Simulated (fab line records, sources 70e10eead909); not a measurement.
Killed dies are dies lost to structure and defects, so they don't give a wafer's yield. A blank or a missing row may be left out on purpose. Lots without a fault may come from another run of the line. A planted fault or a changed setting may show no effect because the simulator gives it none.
Chamber matching | flow nand_harc | NHARC_A_STAIRCASE_CMP_472 on cmp-02: 4 sister chambers
The step polishes SiO2. 4 wafers are shown with their chamber, then 7 later ones without.

WAFERS WITH THEIR CHAMBER
wafer  | chamber | motor_current_A (A)
L644.6 | 0       | 12.6
L656.4 | 3       | 13.9
L657.2 | 2       | 10.4
L657.5 | 1       | 14.4

WAFERS WITHOUT THEIR CHAMBER
wafer  | motor_current_A (A)
L657.6 | 11.5
L661.1 | 14.1
L661.2 | 13.8
L661.6 | 14.5
L663.3 | 11.9
L663.4 | 14.6
L663.6 | 10.8

WHICH CHAMBER EACH WENT THROUGH
wafer  | from the rows above     | in truth
L657.6 | can't be placed: 0 or 2 | 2
L661.1 | can't be placed: 3 or 1 | 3
L661.2 | can't be placed: 3 or 1 | 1
L661.6 | can't be placed: 1 or 3 | 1
L663.3 | can't be placed: 0 or 2 | 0
L663.4 | can't be placed: 1 or 3 | 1
L663.6 | 2                       | 2
Placed correctly: 1 of 7. Can't be placed from these rows: 6 (the true chamber is among the candidates in 6). Placed wrongly: 0.
How it was worked out, from the rows above alone: a wafer's distance from a chamber is the root of the sum, over the readings, of the square of ((its reading less the chamber's mean) divided by the reading's scatter). The wafer belongs to the nearest chamber; if the next one is less than 2 further off, it can't be placed. A chamber's mean is the mean of its shown wafers. The scatter: with one shown wafer a chamber, the root of the mean of the squares of how far each hidden wafer lies from its nearest shown one.
